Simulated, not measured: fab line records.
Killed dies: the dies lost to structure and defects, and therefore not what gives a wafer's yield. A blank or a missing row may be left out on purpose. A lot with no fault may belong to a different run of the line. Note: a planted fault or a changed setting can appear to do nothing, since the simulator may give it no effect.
fab line records -- flow n5-finfet -- part 2 of 2: steps 16 to 22 of 22
record lots=5, wafers=15, last-day=17
route steps=1938 shown FIN_SAQP@112
lots that met no fault: taken from a fault-free run of the same line
start-h: hours from the record's first day to the start of the lot's first wafer shown -- wait-h: hours since the lot's step before -- " same as the row above -- L1.1+2: one row covering several wafers at once -- - no value present, or no start provided -- * or withheld: withheld -- < > ~ a bound
route shown NAME@n: a module of which the file shows steps, and the number in the route of the first -- usual: mean/standard deviation of fault-free wafers -- same: alike in all rows -- chamber/n: place in a boat -- sites: per-site readings -- _std_site: the standard deviation of these -- _edge_site: inner sites' mean taken away from outer sites' mean -- radius-mm: how far each site lies from the wafer's centre -- mask NAME#n: copy n -- behind: the last tool/chamber to shape the wafer -- hold: cause of the lot's hold/its duration in hours/its outcome -- device: which transistor (n, p or np) failed to switch -- end of line: tests of these same wafers at the route's end -- a step given without rows: its recipe and nothing more -- killed: dies lost to structure and defects at the first sort, not the wafer's yield -- map: dies across one wafer; x = killed, . = not, _ = none there
set.NAME: the setting the step ran with; set.NAME@STEP: the setting that earlier step ran with -- model.NAME: the simulator's own value behind a step, which no gauge read
lots at selected steps of the route; one table per step, one row per wafer
services: from which hour (start-h, from the record's first day; less than 0 if before it) a tool's chamber was out of use, for how many hours, and why
## steps
# step N5_FIN_SAQP_MANDREL1_REMOVE_56
# recipe chemistry=HBr/Cl2/O2, bt-time-s=10, target=a-Si, stop-on=SiNx, endpoint=OES-SiCl, over-etch-frac=1, icp-w=600, bias-w=22, HBr_flow_sccm=150, Cl2_flow_sccm=80, O2_flow_sccm=5, pressure-mtorr=10
# usual bias-w=22.00/0.061, drypump-motor-current-A=5.64/0.26, oes-product-au=1.004/0.014, throttle-valve-pct=36.68/0.23
lot.wafer,tool,chamber,start-h,wait-h,bias-w,drypump-motor-current-A,oes-product-au,rf-hours-counter-h,throttle-valve-pct
L076.2,rie-si-06,1,37.18,0.1,21.89,5.42,1.029,80,37.02
L076.3,rie-si-06,0,37.18,0.1,22.13,5.52,1.005,99,36.48
L076.6,rie-si-06,2,37.18,0.1,21.92,5.84,1.003,-,36.20
L078.4,rie-si-03,0,47.81,0.1,21.97,5.86,1.008,47,36.41
L078.5,rie-si-03,0,47.81,0.1,22.00,5.87,1.006,-,36.39
L078.6,rie-si-03,3,47.81,0.1,21.99,5.87,0.982,-,36.71
L081.1,rie-si-02,3,66.74,0.1,22.11,5.40,1.027,24,37.02
L081.3,rie-si-02,1,66.74,0.1,22.08,5.17,1.003,86,36.77
L081.6,rie-si-02,2,66.74,0.1,21.99,5.87,1.005,-,36.85
L086.1,rie-si-03,2,96.87,0.1,22.05,5.32,0.995,105,36.50
L086.3,rie-si-03,0,96.87,0.1,21.88,5.86,0.998,48,36.40
L086.5,rie-si-03,0,96.87,0.1,21.95,5.88,1.002,-,36.40
L095.1,rie-si-02,0,150.20,0.1,21.95,5.97,1.003,43,36.85
L095.3,rie-si-02,2,150.20,0.1,21.98,5.85,1.022,103,36.83
L095.5,rie-si-02,1,150.20,0.1,22.02,5.19,1.003,-,36.78
# step N5_FIN_SAQP_CD_MEAS_27
# recipe target-cd-nm=20, landing-energy-ev=1000, detector=se-inlens, polarity=line
# usual cd-nm=20.33/0.23
lot.wafer,tool,chamber,start-h,wait-h,cd-nm
L076.2,cd-sem-03,0,37.29,0.1,20.40
L076.3,cd-sem-03,0,37.29,0.1,20.30
L076.6,cd-sem-03,0,37.29,0.1,20.22
L078.4,cd-sem-01,0,47.93,0.1,20.34
L078.5,cd-sem-01,0,47.93,0.1,20.24
L078.6,cd-sem-01,0,47.93,0.1,20.08
L081.1,cd-sem-01,0,66.85,0.1,20.49
L081.3,cd-sem-01,0,66.85,0.1,20.59
L081.6,cd-sem-01,0,66.85,0.1,19.95
L086.1,cd-sem-03,0,96.98,0.1,20.17
L086.3,cd-sem-03,0,96.98,0.1,20.17
L086.5,cd-sem-03,0,96.98,0.1,20.56
L095.1,cd-sem-03,0,150.31,0.1,20.30
L095.3,cd-sem-03,0,150.31,0.1,20.66
L095.5,cd-sem-03,0,150.31,0.1,20.49
# step N5_FIN_SAQP_ETCH_57
# recipe chemistry=CH3F/O2, target=SiNx, mask-material=SiO2, target-depth-a=325, time-s=46.4, pressure-mtorr=30, source-w=395, bias-w=73, Ar_flow_sccm=150, CH3F_flow_sccm=30, O2_flow_sccm=20, ion-energy-ev=120, ends=cleared
# usual bias-w=73.02/0.22, drypump-motor-current-A=6.0/0.36, etch-rf-on-time-s=46.3/0.86, mfc-ar-sccm=150.0/0.44, oes-product-au=0.64/0.065, rf-vpp-V=297.8/2.8, showerhead-plenum-p-Torr=2.01/0.052, throttle-valve-pct=16.43/0.15
lot.wafer,tool,chamber,start-h,wait-h,bias-w,drypump-motor-current-A,etch-rf-on-time-s,mfc-ar-sccm,oes-product-au,rf-hours-counter-h,rf-vpp-V,showerhead-plenum-p-Torr,throttle-valve-pct
L076.2,rie-diel-01,0,37.33,0.0,72.99,6.5,46.5,150.2,0.57,235,299.8,1.89,16.78
L076.3,rie-diel-01,2,37.33,0.0,73.15,5.9,46.0,149.9,0.69,91,299.8,2.03,16.14
L076.6,rie-diel-01,1,37.33,0.0,73.30,6.6,46.9,149.7,0.65,-,295.9,2.00,16.51
L078.4,rie-diel-04,3,48.05,0.1,72.91,6.0,45.4,150.4,0.61,-,293.5,1.98,16.41
L078.5,rie-diel-04,0,48.05,0.1,73.53,5.4,45.7,149.6,0.62,-,298.2,1.99,16.29
L078.6,rie-diel-04,1,48.05,0.1,73.14,5.7,45.3,148.9,0.69,-,299.4,2.10,16.47
L081.1,rie-diel-01,2,67.14,0.3,73.01,5.9,46.0,149.9,0.68,102,298.6,2.02,16.15
L081.3,rie-diel-01,1,67.14,0.3,73.01,6.6,45.6,149.7,0.65,157,297.1,2.00,16.52
L081.6,rie-diel-01,0,67.14,0.3,73.07,6.4,47.4,149.9,0.57,-,298.0,1.89,16.78
L086.1,rie-diel-04,0,97.03,0.0,73.02,5.4,47.1,150.3,0.61,199,300.1,1.98,16.32
L086.3,rie-diel-04,3,97.03,0.0,72.90,6.0,45.6,150.9,0.60,226,293.2,1.98,16.42
L086.5,rie-diel-04,1,97.03,0.0,72.93,5.7,45.5,149.9,0.69,-,299.9,2.09,16.51
L095.1,rie-diel-04,3,150.36,0.0,73.15,6.0,45.8,150.2,0.60,243,290.9,1.97,16.45
L095.3,rie-diel-04,1,150.36,0.0,73.13,5.7,46.0,149.4,0.66,128,299.0,2.08,16.54
L095.5,rie-diel-04,1,150.36,0.0,73.09,5.7,46.6,149.0,0.67,-,298.0,2.09,16.54
# step N5_FIN_SAQP_ETCH_65
# recipe chemistry=CF4, target=SiO2, target-depth-a=40, ion-energy-ev=350, time-s=4.4, pressure-mtorr=10, icp-w=800, bias-w=400, cf4-flow-sccm=80
# usual bias-w=400.0/1.2, drypump-motor-current-A=5.62/0.24, oes-product-au=1.004/0.014, throttle-valve-pct=21.75/0.19
lot.wafer,tool,chamber,start-h,wait-h,bias-w,drypump-motor-current-A,oes-product-au,rf-hours-counter-h,throttle-valve-pct
L076.2,rie-si-03,0,37.44,0.1,400.3,5.87,1.008,47,21.51
L076.3,rie-si-03,2,37.44,0.1,399.8,5.33,0.993,104,21.72
L076.6,rie-si-03,1,37.44,0.1,400.9,5.75,1.011,-,21.64
L078.4,rie-si-02,0,48.11,0.0,399.7,6.00,1.008,41,21.77
L078.5,rie-si-02,1,48.11,0.0,398.5,5.16,1.002,-,21.85
L078.6,rie-si-02,2,48.11,0.0,399.0,5.88,1.011,-,21.87
L081.1,rie-si-06,0,67.25,0.1,399.9,5.50,1.000,100,21.58
L081.3,rie-si-06,3,67.25,0.1,402.3,5.64,0.999,83,21.88
L081.6,rie-si-06,0,67.25,0.1,398.3,5.53,1.000,-,21.58
L086.1,rie-si-02,0,97.14,0.1,400.6,5.97,1.010,42,21.76
L086.3,rie-si-02,3,97.14,0.1,399.0,5.39,1.022,24,22.13
L086.5,rie-si-02,1,97.14,0.1,399.3,5.16,1.002,-,21.84
L095.1,rie-si-06,2,150.47,0.1,401.4,5.83,1.012,94,21.41
L095.3,rie-si-06,1,150.47,0.1,399.2,5.38,1.029,83,21.88
L095.5,rie-si-06,1,150.47,0.1,400.1,5.37,1.038,-,21.87
# step N5_FIN_SAQP_MANDREL_ETCH_58
# recipe chemistry=HBr/Cl2, target=a-Si, target-depth-a=450, bt-time-s=10, stop-on=SiNx, mask-material=SiO2, over-etch-frac=0.8, time-s=27, pressure-mtorr=10, icp-w=800, bias-w=75, HBr_flow_sccm=150, Cl2_flow_sccm=80, ends=end-point
# usual bias-w=75.00/0.24, drypump-motor-current-A=5.63/0.24, oes-product-au=0.700/0.011, throttle-valve-pct=35.54/0.25
lot.wafer,tool,chamber,start-h,wait-h,bias-w,drypump-motor-current-A,oes-product-au,rf-hours-counter-h,throttle-valve-pct
L076.2,rie-si-03,0,37.47,0.0,74.61,5.86,0.698,47,35.26
L076.3,rie-si-03,2,37.47,0.0,75.18,5.34,0.691,104,35.38
L076.6,rie-si-03,1,37.47,0.0,75.38,5.77,0.706,-,35.27
L078.4,rie-si-02,0,48.15,0.0,75.02,5.95,0.688,41,35.71
L078.5,rie-si-02,1,48.15,0.0,75.27,5.18,0.702,-,35.64
L078.6,rie-si-02,2,48.15,0.0,74.88,5.88,0.709,-,35.69
L081.1,rie-si-06,0,67.28,0.0,74.88,5.56,0.695,100,35.37
L081.3,rie-si-06,3,67.28,0.0,74.64,5.64,0.688,83,35.72
L081.6,rie-si-06,0,67.28,0.0,74.96,5.54,0.698,-,35.34
L086.1,rie-si-02,0,97.18,0.0,75.05,5.98,0.698,42,35.72
L086.3,rie-si-02,3,97.18,0.0,75.30,5.39,0.721,24,35.89
L086.5,rie-si-02,1,97.18,0.0,75.23,5.16,0.695,-,35.66
L095.1,rie-si-06,2,150.50,0.0,74.81,5.85,0.696,94,35.08
L095.3,rie-si-06,1,150.50,0.0,74.99,5.44,0.708,83,35.88
L095.5,rie-si-06,1,150.50,0.0,74.94,5.44,0.718,-,35.87
# step N5_FIN_SAQP_RECESS_63
# recipe chemistry=HF/NH3, target=SiO2, target-depth-a=180, afs-cycles=3, temp-c=30, sublimation-temp-c=180, sublimation-time-s=60
# usual drypump-motor-current-A=5.68/0.14, temp-c=29.99/0.1
lot.wafer,tool,chamber,start-h,wait-h,drypump-motor-current-A,temp-c
L076.2,vapor-etch-01,1,37.56,0.1,5.88,30.02
L076.3,vapor-etch-01,1,37.56,0.1,5.84,30.14
L076.6,vapor-etch-01,0,37.56,0.1,5.61,29.98
L078.4,vapor-etch-02,0,48.36,0.2,5.77,30.02
L078.5,vapor-etch-02,1,48.36,0.2,5.55,30.05
L078.6,vapor-etch-02,0,48.36,0.2,5.77,30.06
L081.1,vapor-etch-02,1,67.36,0.1,5.52,29.98
L081.3,vapor-etch-02,0,67.36,0.1,5.79,30.02
L081.6,vapor-etch-02,0,67.36,0.1,5.75,29.89
L086.1,vapor-etch-02,1,97.26,0.1,5.54,30.21
L086.3,vapor-etch-02,0,97.26,0.1,5.77,29.93
L086.5,vapor-etch-02,0,97.26,0.1,5.80,29.95
L095.1,vapor-etch-01,0,150.58,0.1,5.60,29.99
L095.3,vapor-etch-01,1,150.58,0.1,5.88,29.87
L095.5,vapor-etch-01,1,150.58,0.1,5.92,29.85
# step N5_FIN_SAQP_COAT_68
# recipe resist=SOC, temp-c=250, time-s=60, spin-rpm=1500, resist-thk-nm=100
lot.wafer,tool,chamber,start-h,wait-h
L076.2+3+6,litho-track-05,0,38.06,0.3
L078.4+5+6,litho-track-04,0,48.64,0.2
L081.1+3+6,litho-track-03,0,67.75,0.3
L086.1+3+5,litho-track-04,0,97.64,0.3
L095.1+3+5,litho-track-03,0,150.96,0.3
## services
tool,chamber,start-h,hours,kind
ald-sin-04,-,17.15,0.4,repair
rie-si-02,1,19.62,5.2,repair
rie-diel-01,3,21.17,-,clean
rie-diel-01,3,21.17,-,consumable-replace:focus-ring
rie-diel-01,3,21.17,15.2,scheduled-down
rie-diel-01,3,21.17,15.2,vent-cycle
rie-si-06,-,23.13,0.3,repair
wet-bench-06,-,36.88,2.3,repair
rie-diel-04,2,44.97,6.9,repair
rie-diel-04,-,59.15,0.5,repair
ald-sin-01,1,59.55,1.4,repair
rie-diel-04,-,63.20,14.6,pm
rie-diel-01,0,73.23,-,clean
rie-si-02,0,73.56,2.3,repair
ald-sin-02,2,79.01,4.0,repair
ald-sin-04,-,85.12,6.0,pm
wet-bench-01,-,86.46,1.7,repair
rie-si-06,2,87.53,31.1,repair
rie-diel-03,3,90.78,8.7,repair
rie-si-03,-,107.35,0.1,repair
ald-sin-04,2,114.10,2.2,repair
rie-diel-03,2,120.65,6.2,repair
rie-diel-01,1,121.10,5.2,repair
ald-sin-04,-,136.39,2.8,pm
